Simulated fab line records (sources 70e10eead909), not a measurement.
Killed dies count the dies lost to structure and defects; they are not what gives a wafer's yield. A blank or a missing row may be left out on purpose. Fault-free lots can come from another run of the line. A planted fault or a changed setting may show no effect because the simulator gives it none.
Chamber matching -- flow nand-harc -- NHARC_A_STAIRCASE_TRIM_22 on rie-diel-04: 4 sister chambers
The step chemistry O2, time 211.2 s. 4 wafers are shown with their chamber, then 7 later ones without.

## WAFERS PAIRED WITH THEIR CHAMBERS
wafer,chamber,drypump-motor-current-A (A)
L145.3,1,5.2
L145.5,0,5.7
L157.2,3,6.2
L157.5,2,5.7

## WAFERS MISSING THEIR CHAMBER
wafer,drypump-motor-current-A (A)
L157.6,6.2
L155.2,6.3
L155.4,5.7
L155.5,5.7
L159.1,5.7
L159.2,5.7
L159.5,5.7

## CHAMBER TAKEN BY EACH
wafer,from the rows above,in truth
L157.6,3,3
L155.2,3,3
L155.4,can't be placed: 0 or 2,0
L155.5,can't be placed: 0 or 2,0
L159.1,can't be placed: 0 or 2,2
L159.2,can't be placed: 0 or 2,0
L159.5,can't be placed: 0 or 2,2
Placed correctly: 2 of 7. Unplaceable from these rows: 5, with the true chamber sitting among the candidates in 5. Placed wrongly: 0.
How it was worked out, from the rows above alone: a wafer's distance from a chamber is the root of the sum, over the readings, of the square of ((its reading less the chamber's mean) divided by the reading's scatter). If the next closest chamber is less than 2 further off than the closest, the wafer can't be placed; otherwise it belongs to the closest. A chamber's mean is the mean of its shown wafers. The scatter (one wafer shown for each chamber): square how far every hidden wafer sits from the nearest shown wafer, average those squares and take the square root.
